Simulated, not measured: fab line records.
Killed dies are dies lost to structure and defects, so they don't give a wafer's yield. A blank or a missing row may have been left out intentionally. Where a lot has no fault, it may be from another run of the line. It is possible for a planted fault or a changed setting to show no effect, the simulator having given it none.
A lot that was struck, set against a sound lot    flow nand_harc    15 steps out of a route of 1302
Sound: these wafers, L344.3, L344.4, L344.6. Struck: wafer L360.6 (L360.4, L360.5, from the same lot, were not struck and are left out); the cause is given at the end.
For every step that has rows: the tool of each side, followed by ch and its chambers, followed by its first start. Under that, the readings that differ: sound wafers    struck wafers    difference of the means    sigmas: that difference in standard deviations of wafers without a fault.
alike: readings whose means differ by less than 2 such deviations, and words and numbers that are the same on both sides. not compared: withheld readings, readings that some wafer has no value for, bounds like >300 that may hide the same value, and numbers for which the record gives no deviation and whose values overlap.
A row with sigmas, a row that says differs or no value, or rows on one side alone: a step with any of these is where the two part. Numbers that have no deviation but don't overlap get no sigmas and don't part them. A reading that every wafer of one side lacks parts them only if that side has two wafers or more.

first, 1 step without rows for these wafers: NHARC_P_CONTACT_DESCUM_17 (chemistry O2, time 3 s).
NHARC_P_CONTACT_ETCH_35: etches the open film in CF4, target depth 39 nm, time 65 s.
  sound on rie_diel-13 ch 0,1, day 6 11:38; struck on rie_diel-02 ch 1, day 13 13:22
  alike: bias_w, drypump_motor_current_A, oes_product_au, rf_vpp_V, showerhead_plenum_p_Torr, throttle_valve_pct
  not compared: rf_hours_counter_h
then, 1 step without rows for these wafers: NHARC_P_CONTACT_ETCH_36 (etches the open film in N2/H2, target depth 260 nm, time 406.25 s).
NHARC_P_CONTACT_ETCH_18: etches the open film in C4F8/O2/Ar, target depth 481 nm, time 240.5 s.
  sound on rie_diel-13 ch 0,1,3; struck on rie_diel-02 ch 0
  alike: bias_w, oes_product_au, rf_vpp_V
  not compared: rf_hours_counter_h
then, 2 steps without rows for these wafers: NHARC_P_CONTACT_STRIP_37 (strips in C4F8/O2/Ar); NHARC_P_CONTACT_ETCH_31 (etches the open film in CH3F/O2, target depth 30 nm, time 85.7 s).
NHARC_P_CONTACT_CD_MEAS_19:
  sound on cd_sem-03, day 6 12:25; struck on cd_sem-03, day 13 14:08
  alike: cd_nm
then, 2 steps without rows for these wafers: NHARC_P_CONTACT_STRIP_28 (strips in O2); NHARC_P_CONTACT_STRIP_29 (strips in post etch residue remover, time 1200 s).
NHARC_P_CONTACT_DEGAS_38: time 60 s.
  sound on pvd_sputter-03, day 6 13:08; struck on pvd_sputter-01, day 13 14:53
  alike: heater_power_w
then, 1 step without rows for these wafers: NHARC_P_CONTACT_PRE_CLEAN_39 (time 19.5 s).
NHARC_P_CONTACT_PVD_32: deposits Ti, target thk 5 nm, time 17.7 s.
  sound on pvd_sputter-03; struck on pvd_sputter-01
  alike: throttle_valve_pct
NHARC_P_CONTACT_ALD_22: deposits TiN, target thk 3 nm, pulse time 1 s, ald cycles 150.
  sound on ald_metal-02 ch 0,1,3, day 6 13:24; struck on ald_metal-03 ch 0, day 13 15:05
reading     sound        struck  difference  sigmas
ald_cycles  150 150 150  68      -82         
  alike: heater_power_w, precursor_pulse_height_rel
NHARC_P_CONTACT_CVD_23: deposits W, target thk 200 nm, time 557 s.
  sound on cvd_w-02 ch 0,1; struck on cvd_w-01 ch 1
  alike: chamber_pressure_Torr, heater_power_w, throttle_valve_pct
-- the record jumps here: 19 days lie between the struck wafers' starts before and after (it left off in module P_CONTACT and takes up again in module END, whose first step shown is number 1302 of the route) --
NHARC_END_SORT_01:
  only the struck wafers appear in the record here, on prober-01 ch 0 at day 32 19:44; the sound ones have no rows

WHERE THEY PART
At NHARC_END_SORT_01 and nowhere else, as far as this record goes.

WHY: what the simulator had put in
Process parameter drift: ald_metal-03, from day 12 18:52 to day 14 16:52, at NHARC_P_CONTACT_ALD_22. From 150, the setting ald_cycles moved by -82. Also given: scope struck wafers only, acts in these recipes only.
